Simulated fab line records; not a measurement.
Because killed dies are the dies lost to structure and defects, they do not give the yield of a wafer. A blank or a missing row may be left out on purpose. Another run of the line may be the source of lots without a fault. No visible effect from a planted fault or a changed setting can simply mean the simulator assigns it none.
Struck lot and sound lot, side by side ; flow n5_finfet ; 15 steps out of a route of 1938
Sound: wafers L336.1, L336.2, L336.6. Struck: wafer L333.4. (L333.5 of the same lot was not struck and is left out.) The cause comes at the end.
Each step with rows lists, per side, the tool, then ch with its chambers, then its first start. Under that, the readings that differ: sound wafers ; struck wafers ; difference of the means ; sigmas: that difference in standard deviations of wafers without a fault.
alike: words and numbers the same on both sides, and readings whose means are apart by under 2 such deviations; not compared: readings that were withheld, readings missing a value for some wafer, numbers with overlapping values and no deviation given by the record, and bounds like >300 which may hide the same value.
Wherever a step has rows on one side only, a row that says differs or no value, or a row with sigmas, the two part there. When numbers do not overlap yet have no deviation, they are printed without sigmas and do not part them. A reading missing from all wafers of one side parts the sides only when that side holds two or more wafers.

first, 7 steps without rows for these wafers: N5_FIN_CUT_COAT_29 (time 60 s, resist thk 10 nm); N5_FIN_CUT_COAT_02 (resist thk 30 nm); N5_FIN_CUT_EBR_04; N5_FIN_CUT_SOFTBAKE_03 (time 60 s); N5_FIN_CUT_EXPOSE_05 (exposes mask FIN CUT); N5_FIN_CUT_PEB_06 (peb time 60 s); N5_FIN_CUT_DEVELOP_07 (develop time 30 s).
N5_FIN_CUT_CD_MEAS_08 targets a cd of 29.1 nm.
  sound on cd_sem-01 ch 0, day 5 18:20; struck on cd_sem-03 ch 0, day 4 21:14
reading;sound;struck;difference;sigmas
cd_nm (nm);29.25 29.15 29.09;28.54;-0.62;-2
N5_FIN_CUT_OVL_MEAS_09:
  sound on overlay-02 ch 0, day 5 18:22; struck on overlay-01 ch 0, day 4 21:17
  alike: FIN_CUT_OVL
N5_FIN_CUT_INSPECT_10: inspects for defects (brightfield).
  sound on defect_inspect-02 at day 5 18:25; struck on defect_inspect-01 at day 4 21:19
  alike: raw_defect_count
N5_FIN_CUT_DESCUM_13: chemistry O2, time 7 s.
  sound on rie_diel-06 ch 0,1, day 5 18:28; struck on rie_diel-04 ch 1, day 4 21:25
reading;sound;struck;difference;sigmas
rf_vpp_V (V);242.7 241.4 241.3;245.1;+3.3;+2
showerhead_plenum_p_Torr (Torr);2.06 1.98 1.98;2.20;+0.19;+2
  alike: chamber_pressure_mTorr, drypump_motor_current_A, oes_product_au, temp_c, throttle_valve_pct
  not compared: rf_hours_counter_h
N5_FIN_CUT_ETCH_30: etches underlayer in N2/H2, target depth 13 nm, time 10.4 s.
  sound on rie_diel-06 ch 0,1, day 5 18:29; struck on rie_diel-04 ch 1, day 4 21:27
reading;sound;struck;difference;sigmas
etch_rf_on_time_s (s);10.2 10.2 10.3;11.3;+1.1;+3
n2_flow_sccm (sccm);198.8 200.3 200.0;201.0;+1.3;+2
  alike: chamber_pressure_mTorr, drypump_motor_current_A, h2_flow_sccm, oes_product_au, rf_vpp_V, showerhead_plenum_p_Torr, throttle_valve_pct
  not compared: rf_hours_counter_h
N5_FIN_CUT_ETCH_20: etches SiARC in CF4, target depth 26 nm, time 43.3 s.
  sound on rie_diel-06 ch 0,1, day 5 18:31; struck on rie_diel-04 ch 1, day 4 21:28
reading;sound;struck;difference;sigmas
chamber_pressure_mTorr (mTorr);39.97 39.97 39.97;40.04;+0.07;+2
etch_rf_on_time_s (s);42.4 43.2 43.0;77.7;+34.8;+22
oes_product_au (a.u.);0.82 0.61 0.61;0.53;-0.15;-2
  alike: drypump_motor_current_A, rf_vpp_V, showerhead_plenum_p_Torr, throttle_valve_pct
  not compared: rf_hours_counter_h
N5_FIN_CUT_ETCH_21: etches SOC in N2/H2, target depth 219 nm, overetch 43.8 nm, time 523.5 s.
  sound on rie_diel-06 ch 0,1, day 5 18:33; struck on rie_diel-04 ch 1, day 4 21:30
reading;sound;struck;difference;sigmas
h2_flow_sccm (sccm);199.9 199.5 199.8;201.4;+1.7;+3
rf_vpp_V (V);239.5 238.3 238.6;242.0;+3.2;+2
  alike: chamber_pressure_mTorr, drypump_motor_current_A, n2_flow_sccm, oes_product_au, showerhead_plenum_p_Torr, temp_c, throttle_valve_pct
  not compared: rf_hours_counter_h
-- record jumps: 10 days separate the struck wafers' starts on either side; left off in module FIN_CUT, taken up again in module PASSIVATION, whose first shown step is the route's number 1936 --
N5_PASSIVATION_PROBE_49:
  the record has rows for the struck wafers here (prober-02, day 15 06:05) and none for the sound ones

== WHERE THEY PART ==
At N5_FIN_CUT_CD_MEAS_08 first; at N5_PASSIVATION_PROBE_49 last (within this record only).

WHY: what the simulator had put in
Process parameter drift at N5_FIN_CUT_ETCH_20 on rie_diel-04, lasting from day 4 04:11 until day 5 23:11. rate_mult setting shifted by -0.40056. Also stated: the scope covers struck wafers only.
